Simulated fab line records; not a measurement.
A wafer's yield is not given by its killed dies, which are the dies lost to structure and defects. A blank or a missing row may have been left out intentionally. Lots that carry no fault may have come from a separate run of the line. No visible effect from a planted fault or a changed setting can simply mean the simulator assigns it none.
fab line records	flow n5Finfet
record: lots: 5	wafers: 12	lastDay: 17
route steps=1938 shown BEOL_M4@1099 BEOL_M5@1112 BEOL_M7@1305 PASSIVATION@1936
lots with no fault: from the same line, run without faults
startH: hours from the record's opening day to when the first of the lot's shown wafers began	waitH: hours from the lot's prior step to this one	" identical to the entry in the row above	L1.1+2: one row covering several wafers at once	- no value, or no start was given	* or withheld: withheld	< > ~ a bound
route shown NAME@n: names a module that has steps shown in the file, with the first one's number in the route	usual: mean and standard deviation over wafers with no fault	same: alike in all rows	chamber/n: place in a boat	sites: the reading at each site	_std_site: the values' standard deviation	_edge_site: outer sites' mean less inner sites'	radiusMm: how far each site lies from the wafer's centre	mask NAME#n: copy n	behind: the most recent tool/chamber to have shaped the wafer	hold: what put the lot on hold/how long, in hours/how the hold closed	device: the n, p or np transistor that did not switch	end of line: the tests these same wafers got at the end of their route	where a step has no rows: the recipe by itself	killed: at the first sort, the dies lost to defects and structure; wafer yield is something else	map: a wafer's dies, x killed, . not, _ none there
set.NAME: the run value of the setting; set.NAME@STEP: its run value at that earlier step	model.NAME: the simulator's own value behind a step, which no gauge read
certain route steps with their lots: each step a table, each wafer a row
services: a tool's chamber out of use, with start hour (startH, from the record's first day; less than 0 if before it), hours out, and reason
== steps ==
step: N5_BEOL_M4_ANNEAL_95
recipe: tempC: 400	timeS: 240	ambient: vacuum
step: N5_BEOL_M4_SPUTTER_96
recipe: material: Cu	targetThkA: 45	tempC: -20	chamberPressurePa: 0.07	powerW: withheld	timeS: 8.29
step: N5_BEOL_M4_ECD_50
recipe: material: Cu	targetThkA: 3000
step: N5_BEOL_M4_ANNEAL_51
recipe: tempC: 225	timeS: 90	ambient: N2
step: N5_BEOL_M4_CMP_52
recipe: stopOn: SiOC	tOverpolishS: 6.8	downForcePsi: 1	platenRpm: 50	clearingPlatenDownForcePsi: 1.5	clearingPlatenRpm: 50	postCmpClean: cuAlkaline	targetThkNm: 40	clearingPlatenPadVelocityMS: 0.99484	padVelocityMS: 0.99484
step: N5_BEOL_M4_PRE_CLEAN_60
recipe: gas: NH3/H2	timeS: 15	tempC: *	rfPowerW: 300
step: N5_BEOL_M4_CO_CAP_55
recipe: material: Co	targetThkA: 20	tempC: 200	precursor: CCTBA/H2	pressureTorr: 30	timeS: 102.1
step: N5_BEOL_M4_PRE_CLEAN_56
recipe: gas: NH3	timeS: 15	tempC: withheld	rfPowerW: 300
step: N5_BEOL_M4_DEP_57
recipe: material: SiCN	targetThkA: 80	tempC: withheld	precursor: 3MS/NH3	pressureTorr: 3	rfW: 202	timeS: 14
step: N5_BEOL_M4_RC_MEAS_101
usual: DIBL_N: 36.4/1.5	DIBL_P: 36.4/1.6	IOFF_N: 0.164/0.025	IOFF_P: 0.214/0.028	ION_N: 675/9.9	ION_P: 463/6.5	SS_N: 71.5/0.5	SS_P: 73.3/0.56	VT_N: 249.2/2.7	VT_P: -250.1/2.8
lot.wafer	tool	chamber	startH	waitH	DIBL_N[mV/V]	DIBL_P[mV/V]	IOFF_N[nA/um]	IOFF_P[nA/um]	ION_N[uA/um]	ION_P[uA/um]	SS_N[mV/dec]	SS_P[mV/dec]	VT_N[mV]	VT_P[mV]
L685.1	prober-02	0	179.97	0.0	35.0	35.7	0.154	0.199	675	463	71.0	73.1	251.4	-251.7
L685.2	"	0	"	"	35.9	37.1	0.160	0.214	688	469	72.0	73.8	248.7	-252.6
L685.3	"	0	"	"	37.1	38.7	0.195	0.251	693	474	72.9	73.8	248.7	-251.0
L692.3	prober-01	0	217.04	0.7	39.7	37.6	0.209	0.271	684	466	71.9	73.5	245.3	-248.5
L692.4	"	0	"	"	38.3	35.7	0.169	0.232	668	461	71.8	73.3	249.4	-246.0
L692.5	"	0	"	"	38.1	35.4	0.169	0.235	669	465	72.3	73.1	248.2	-247.4
L700.2	prober-01	0	272.26	0.2	36.8	37.4	0.203	0.221	691	466	71.4	73.9	245.9	-249.4
L700.5	"	0	"	"	37.0	37.6	0.202	0.234	701	473	71.6	73.8	242.3	-246.5
L702.2	prober-02	0	274.23	0.2	35.8	36.4	0.156	0.207	673	456	72.1	73.3	252.6	-249.4
L702.5	"	0	"	"	34.7	36.1	0.145	0.202	680	464	71.0	73.3	249.8	-248.2
L705.2	prober-02	0	304.17	0.8	37.1	37.6	0.163	0.228	663	461	71.3	73.1	248.3	-248.4
L705.6	"	0	"	"	34.9	35.4	0.131	0.190	678	465	71.3	72.3	251.5	-250.0
step: N5_BEOL_M5_ILD_DEP_00
recipe: material: SiCOH_lowk	targetThkA: 1406.4	tempC: 300	precursor: DEMS/porogen	pressureTorr: 5	rfW: 500	timeS: 25.9
step: N5_BEOL_M5_CURE_79
recipe: tempC: 385	timeS: 240	ambient: He/Ar	material: SiCOH_lowk
step: N5_BEOL_M5_PECVD_70
recipe: material: SiO2	targetThkA: 160	tempC: 400	precursor: TEOS/O2	pressureTorr: 5.5	rfW: 450	teosFlowSccm: 53.8	gas: O2	flowSccm: 3000	timeS: 18
step: N5_BEOL_M5_HM_DEP_02
recipe: material: TiN	targetThkA: 200	tempC: 25	chamberPressurePa: 0.49996
step: N5_BEOL_M5_COAT_59
recipe: resist: SOC	tempC: 250	timeS: 60	spinRpm: 1500	resistThkNm: 60
step: N5_BEOL_M5_COAT_60
recipe: resist: SiARC	tempC: 220	timeS: 60	spinRpm: 1500	resistThkNm: 12
step: N5_BEOL_M5_COAT_71
recipe: resist: underlayer	tempC: 205	timeS: 60	spinRpm: 1500	resistThkNm: 5
step: N5_BEOL_M5_COAT_05
recipe: resist: CAR-EUV	spinRpm: 1500	resistThkNm: 30
step: N5_BEOL_M5_EBR_07
recipe: solvent: PGMEA	ebrWidthMm: 1.5
step: N5_BEOL_M5_SOFTBAKE_06
recipe: tempC: 110	timeS: 60	resist: CAR-EUV
step: N5_BEOL_M5_EXPOSE_08
recipe: maskId: M5	na: 0.33	sourceShape: annular	sigmaInner: 0.4	sigmaOuter: 0.8	polarization: unpolarized	targetCdNm: 28	doseMj: 35.75
step: N5_BEOL_M5_PEB_09
recipe: pebTempC: 100	pebTimeS: 60	resist: CAR-EUV
step: N5_BEOL_M5_DEVELOP_10
recipe: developTimeS: 30	developer: TMAH	resist: CAR-EUV	rinseLiquid: surfactantRinse	dry: airSpin	devTempC: 23
step: N5_BEOL_M5_DESCUM_16
recipe: chemistry: O2	timeS: 7	sourcePowerW: 50	biasPowerW: 20	pressureMtorr: 20	rfFrequencyHz: 2.712e+07	tempC: 40	resist: CAR-EUV	o2FlowSccm: 225
step: N5_BEOL_M5_ETCH_72
recipe: chemistry: N2/H2	target: underlayer	targetDepthA: 65	maskMaterial: CAR-EUV	timeS: 5.2	ionEnergyEv: 200	pressureMtorr: 30	sourceW: 840	biasW: 150	n2FlowSccm: 200	h2FlowSccm: 200	ends: cleared
step: N5_BEOL_M5_ETCH_61
recipe: chemistry: CF4	target: SiARC	targetDepthA: 156	maskMaterial: CAR-EUV	timeS: 26	ionEnergyEv: 80	pressureMtorr: 40	sourceW: 545	biasW: 36	Ar_flow_sccm: 100	cf4FlowSccm: 100	ends: cleared
step: N5_BEOL_M5_ETCH_62
recipe: chemistry: N2/H2	target: SOC	targetDepthA: 750	overetchA: 150	maskMaterial: SiARC	tempC: 40	timeS: 112.5	ionEnergyEv: 200	pressureMtorr: 30	sourceW: 840	biasW: 150	n2FlowSccm: 200	h2FlowSccm: 200
step: N5_BEOL_M5_STRIP_63
recipe: chemistry: N2/H2	tempC: 40	n2FlowSccm: 200	h2FlowSccm: 200	rfFrequencyHz: 6e+07
step: N5_BEOL_M5_STRIP_73
recipe: chemistry: N2/H2	tempC: 40	n2FlowSccm: 200	h2FlowSccm: 200	rfFrequencyHz: 6e+07
step: N5_BEOL_M5_STRIP_64
recipe: chemistry: CF4	resist: SiARC	powerW: 300	biasPowerW: 75	pressureMtorr: 50	cf4FlowSccm: 150	rfFrequencyHz: 6e+07
step: N5_BEOL_M5_HM_OPEN_17
recipe: chemistry: Cl2/BCl3	targetDepthA: 200	overetchA: 60	target: TiN	maskMaterial: SOC	ionEnergyEv: 150	pressureMtorr: 10	icpW: 1000	biasW: 126	Cl2_flow_sccm: 53.25	bcl3FlowSccm: 21.75	Ar_flow_sccm: 25
step: N5_BEOL_M5_STRIP_19
recipe: chemistry: O2	powerW: 400	tempC: 40	pressureMtorr: 30	rfFrequencyHz: 6e+07	biasPowerW: 0	overashFraction: 0.2	o2FlowSccm: 225
step: N5_BEOL_M5_COAT_65
recipe: resist: SOC	tempC: 250	timeS: 60	spinRpm: 1500	resistThkNm: 60
step: N5_BEOL_M5_COAT_66
recipe: resist: SiARC	tempC: 220	timeS: 60	spinRpm: 1500	resistThkNm: 12
step: N5_BEOL_M7_VIA_ETCH_34
recipe: chemistry: C4F6/O2	target: SiCOH_lowk	targetDepthA: 1255	maskMaterial: SOC	taperDeg: 4	timeS: 50.5	ionEnergyEv: 250	pressureMtorr: 30	sourceW: 345	biasW: 185	Ar_flow_sccm: 300	C4F6_flow_sccm: 10	O2_flow_sccm: 10
usual: drypumpMotorCurrentA: 5.5/0.5	oes_f_703_au: 0.78/0.082	oesProductAu: 0.78/0.086	rfVppV: 666/7.7	showerheadPlenumPTorr: 2.86/0.079	throttleValvePct: 20.91/0.23
lot.wafer	tool	chamber	startH	waitH	drypumpMotorCurrentA	oes_f_703_au	oesProductAu	rfHoursCounterH	rfVppV	showerheadPlenumPTorr	throttleValvePct	model.etch.depthNm	model.SOC_of_BEOL_M7_COAT_63.thkNm	model.BEOL_M7.cdNm
L685.1	rieDiel-03	2	204.61	0.0	4.8	0.93	0.94	7	664	2.81	20.41	124.8	54	39.8
L685.2	"	3	"	"	5.1	0.84	0.83	99	655	2.87	20.79	125.1	54	39.6
L685.3	"	1	"	"	5.2	0.70	0.70	209	662	2.94	20.95	121.3	54.2	39.4
L692.3	rieDiel-06	1	239.06	0.0	5.4	0.82	0.84	79	674	2.88	20.99	124.5	54.2	40.2
L692.4	"	2	"	"	5.7	0.72	0.72	158	669	2.73	21.29	122.7	54.2	40.2
L692.5	"	1	"	"	5.4	0.83	0.85	-	674	2.88	20.98	125.7	54	40.4
L700.2	rieDiel-03	1	297.75	0.0	5.2	0.69	0.49	238	661	2.93	20.92	65.73	56.8	39.4
L700.5	"	3	"	"	5.1	0.82	0.57	-	654	2.86	20.77	68.37	56.8	39.4
L702.2	rieDiel-03	1	301.81	0.0	5.2	0.68	0.49	239	661	2.93	20.93	66.32	56.6	40
L702.5	"	2	"	"	4.8	0.87	0.62	-	664	2.80	20.40	67.29	56.6	39.8
L705.2	rieDiel-03	0	332.76	0.0	5.3	0.68	0.49	240	678	2.91	20.85	67.26	56.8	39.4
L705.6	"	0	"	"	5.3	0.68	0.67	-	678	2.91	20.91	122.5	54	39.8
step: N5_PASSIVATION_PROBE_49
usual: defectLimitedYield: 91.1/1.4	killed_at_M0_to_M3: 35/8.7	killed_at_M4_up: 14/5.3	killedAtContacts: 12/6.2	killedAtFrontEnd: 41/12	killedAtOther: 3.4/2.6	killedDies: 105/16	killedOnRim: 14/3.8	killedOpen: 67/13	killedShort: 36/7.3	sort_bin_5_function: 5.2/0.96	sort_bin_6_memory: 3.3/0.6	sortNPass: 1075/16	sortYieldPct: 91.1/1.4
same: grossDies: 1180	killedAtBackSide: 0	sort_bin_4_leakage[%]: 0	sort_bin_8_speed[%]: 0
lot.wafer	tool	chamber	startH	waitH	defectLimitedYield[%]	killed_at_M0_to_M3	killed_at_M4_up	killedAtContacts	killedAtFrontEnd	killedAtOther	killedDies	killedOnRim	killedOpen	killedShort	sort_bin_5_function[%]	sort_bin_6_memory[%]	sortNPass	sortYieldPct[%]
L700.2	prober-01	-	372.29	0.1	0	28	1110	12	30	0	1180	152	60	24	97.3	2.6	0	0
L700.5	prober-01	-	372.44	0.2	0	30	1124	5	16	5	1180	152	39	29	97.3	2.3	0	0
L702.2	prober-02	-	386.13	0.1	0	26	1095	15	40	4	1180	152	62	31	96.9	2.8	0	0
L702.5	prober-02	-	386.28	0.2	0	20	1118	4	36	2	1180	152	38	29	97.2	2.5	0	0
L705.2	prober-02	-	413.65	0.1	0	26	1100	14	38	2	1180	152	49	41	96.4	3.1	0	0
killed by level:class
L700.2 BEOL_M7:areaEtch=1096 MOL_CONTACT_COAG:geometricParticle:open=10 GATE_CUT:geometricParticle:short=8 BEOL_M0_SAQP:geometricParticle:open=8 GATE_CUT:geometricParticle:open=7 BEOL_M4:geometricParticle:open=5 STI_FIN_REVEAL:geometricParticle:open=4 BEOL_M0_SAQP:geometricParticle:short=4
L700.5 BEOL_M7:areaEtch=1111 BEOL_M0_SAQP:geometricParticle:open=8 BEOL_M0_SAQP:geometricParticle:short=6 BEOL_M2:geometricParticle:open=5 FIN_SAQP:geometricParticle:short=4 BEOL_M4:geometricParticle:open=4 BEOL_M5:geometricParticle:open=4 MIM_TOP:geometricParticle:short=4
L702.2 BEOL_M7:areaEtch=1087 MOL_CONTACT_COAG:geometricParticle:open=10 FIN_SAQP:geometricParticle:open=10 FIN_SAQP:geometricParticle:short=9 STI_FIN_REVEAL:geometricParticle:open=7 BEOL_M0_SAQP:geometricParticle:open=6 BEOL_M1:geometricParticle:open=6 MOL_CONTACT_COAG:geometricParticle:short=5
L702.5 BEOL_M7:areaEtch=1113 FIN_SAQP:geometricParticle:short=9 FIN_SAQP:geometricParticle:open=8 BEOL_M0_SAQP:geometricParticle:open=6 STARTING-WAFER:geometricParticle:short=5 MOL_CONTACT_COAG:geometricParticle:open=4 BEOL_M0_SAQP:geometricParticle:short=4 ILD0:geometricParticle:open=3
L705.2 BEOL_M7:areaEtch=1090 MOL_CONTACT_COAG:geometricParticle:open=9 STARTING-WAFER:geometricParticle:short=9 BEOL_M0_SAQP:geometricParticle:short=7 BEOL_M1:geometricParticle:open=6 FIN_SAQP:geometricParticle:open=5 DUMMY_GATE:geometricParticle:open=5 MOL_CONTACT_COAG:geometricParticle:short=5
map L700.2 (x killed, . not)
_________________xxxxxxxxxxxx________________
______________xxxxxxxxxxxxxxxxxx_____________
___________xxxxxxxxxxxxxxxxxxxxxxxx__________
__________xxxxxxxxxxxxxxxxxxxxxxxxxx_________
________xxxxxxxxxxxxxxxxxxxxxxxxxxxxxx_______
_______xxxxxxxxxxxxxxxxxxxxxxxxxxxxxxxx______
______xxxxxxxxxxxxxxxxxxxxxxxxxxxxxxxxxx_____
_____xxxxxxxxxxxxxxxxxxxxxxxxxxxxxxxxxxxx____
____xxxxxxxxxxxxxxxxxxxxxxxxxxxxxxxxxxxxxx___
___xxxxxxxxxxxxxxxxxxxxxxxxxxxxxxxxxxxxxxxx__
___xxxxxxxxxxxxxxxxxxxxxxxxxxxxxxxxxxxxxxxx__
__xxxxxxxxxxxxxxxxxxxxxxxxxxxxxxxxxxxxxxxxxx_
__xxxxxxxxxxxxxxxxxxxxxxxxxxxxxxxxxxxxxxxxxx_
_xxxxxxxxxxxxxxxxxxxxxxxxxxxxxxxxxxxxxxxxxxxx
_xxxxxxxxxxxxxxxxxxxxxxxxxxxxxxxxxxxxxxxxxxxx
_xxxxxxxxxxxxxxxxxxxxxxxxxxxxxxxxxxxxxxxxxxxx
_xxxxxxxxxxxxxxxxxxxxxxxxxxxxxxxxxxxxxxxxxxxx
_xxxxxxxxxxxxxxxxxxxxxxxxxxxxxxxxxxxxxxxxxxxx
_xxxxxxxxxxxxxxxxxxxxxxxxxxxxxxxxxxxxxxxxxxxx
_xxxxxxxxxxxxxxxxxxxxxxxxxxxxxxxxxxxxxxxxxxxx
_xxxxxxxxxxxxxxxxxxxxxxxxxxxxxxxxxxxxxxxxxxxx
__xxxxxxxxxxxxxxxxxxxxxxxxxxxxxxxxxxxxxxxxxx_
__xxxxxxxxxxxxxxxxxxxxxxxxxxxxxxxxxxxxxxxxxx_
___xxxxxxxxxxxxxxxxxxxxxxxxxxxxxxxxxxxxxxxx__
___xxxxxxxxxxxxxxxxxxxxxxxxxxxxxxxxxxxxxxxx__
____xxxxxxxxxxxxxxxxxxxxxxxxxxxxxxxxxxxxxx___
_____xxxxxxxxxxxxxxxxxxxxxxxxxxxxxxxxxxxx____
______xxxxxxxxxxxxxxxxxxxxxxxxxxxxxxxxxx_____
_______xxxxxxxxxxxxxxxxxxxxxxxxxxxxxxxx______
________xxxxxxxxxxxxxxxxxxxxxxxxxxxxxx_______
__________xxxxxxxxxxxxxxxxxxxxxxxxxx_________
___________xxxxxxxxxxxxxxxxxxxxxxxx__________
______________xxxxxxxxxxxxxxxxxx_____________
_________________xxxxxxxxxxxx________________
map L702.2 (x killed, . not)
_________________xxxxxxxxxxxx________________
______________xxxxxxxxxxxxxxxxxx_____________
___________xxxxxxxxxxxxxxxxxxxxxxxx__________
__________xxxxxxxxxxxxxxxxxxxxxxxxxx_________
________xxxxxxxxxxxxxxxxxxxxxxxxxxxxxx_______
_______xxxxxxxxxxxxxxxxxxxxxxxxxxxxxxxx______
______xxxxxxxxxxxxxxxxxxxxxxxxxxxxxxxxxx_____
_____xxxxxxxxxxxxxxxxxxxxxxxxxxxxxxxxxxxx____
____xxxxxxxxxxxxxxxxxxxxxxxxxxxxxxxxxxxxxx___
___xxxxxxxxxxxxxxxxxxxxxxxxxxxxxxxxxxxxxxxx__
___xxxxxxxxxxxxxxxxxxxxxxxxxxxxxxxxxxxxxxxx__
__xxxxxxxxxxxxxxxxxxxxxxxxxxxxxxxxxxxxxxxxxx_
__xxxxxxxxxxxxxxxxxxxxxxxxxxxxxxxxxxxxxxxxxx_
_xxxxxxxxxxxxxxxxxxxxxxxxxxxxxxxxxxxxxxxxxxxx
_xxxxxxxxxxxxxxxxxxxxxxxxxxxxxxxxxxxxxxxxxxxx
_xxxxxxxxxxxxxxxxxxxxxxxxxxxxxxxxxxxxxxxxxxxx
_xxxxxxxxxxxxxxxxxxxxxxxxxxxxxxxxxxxxxxxxxxxx
_xxxxxxxxxxxxxxxxxxxxxxxxxxxxxxxxxxxxxxxxxxxx
_xxxxxxxxxxxxxxxxxxxxxxxxxxxxxxxxxxxxxxxxxxxx
_xxxxxxxxxxxxxxxxxxxxxxxxxxxxxxxxxxxxxxxxxxxx
_xxxxxxxxxxxxxxxxxxxxxxxxxxxxxxxxxxxxxxxxxxxx
__xxxxxxxxxxxxxxxxxxxxxxxxxxxxxxxxxxxxxxxxxx_
__xxxxxxxxxxxxxxxxxxxxxxxxxxxxxxxxxxxxxxxxxx_
___xxxxxxxxxxxxxxxxxxxxxxxxxxxxxxxxxxxxxxxx__
___xxxxxxxxxxxxxxxxxxxxxxxxxxxxxxxxxxxxxxxx__
____xxxxxxxxxxxxxxxxxxxxxxxxxxxxxxxxxxxxxx___
_____xxxxxxxxxxxxxxxxxxxxxxxxxxxxxxxxxxxx____
______xxxxxxxxxxxxxxxxxxxxxxxxxxxxxxxxxx_____
_______xxxxxxxxxxxxxxxxxxxxxxxxxxxxxxxx______
________xxxxxxxxxxxxxxxxxxxxxxxxxxxxxx_______
__________xxxxxxxxxxxxxxxxxxxxxxxxxx_________
___________xxxxxxxxxxxxxxxxxxxxxxxx__________
______________xxxxxxxxxxxxxxxxxx_____________
_________________xxxxxxxxxxxx________________
== services ==
tool	chamber	startH	hours	kind
rieDiel-03	2	208.36	12.5	repair
rieDiel-03	3	217.87	22.0	repair
rieDiel-03	1	291.24	4.8	repair
rieDiel-03	-	296.14	0.2	repair
rieDiel-06	-	307.82	0.2	repair
== key ==
firstSign: step: N5_BEOL_M7_VIA_ETCH_34	reading: oesProductAu	direction: down	sigmas: 2.9	usual: 0.78	struck: 0.53
effect: step: N5_PASSIVATION_PROBE_49	reading: killed_at_M4_up	direction: up	sigmas: 99+	usual: 14	struck: 1109
modelEffect: step: N5_BEOL_M7_VIA_ETCH_34	value: etch.depthNm	without: 123	struck: 66.99
moreKillsBornAt: N5_BEOL_M7_VIA_ETCH_34@rieDiel-03: 5497
metAt N5_BEOL_M7_VIA_ETCH_34
struckWafers L700.2,L700.5,L702.2,L702.5,L705.2
laterRowsLeftOut L700.2,L700.5,L702.2,L702.5,L705.2
onsetBetween 204.61 297.75
fault: kind: processParameterDrift	tool: rieDiel-03	chamber: -	onsetH: 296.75	steps: N5_BEOL_M7_VIA_ETCH_34	channel: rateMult	offset: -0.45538	shape: step	endH: 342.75	scope: struckWafersOnly
laterRowsLeftOut: the simulator's readings of these wafers behind a module that went badly wrong aren't trusted and aren't shown, but for the sort
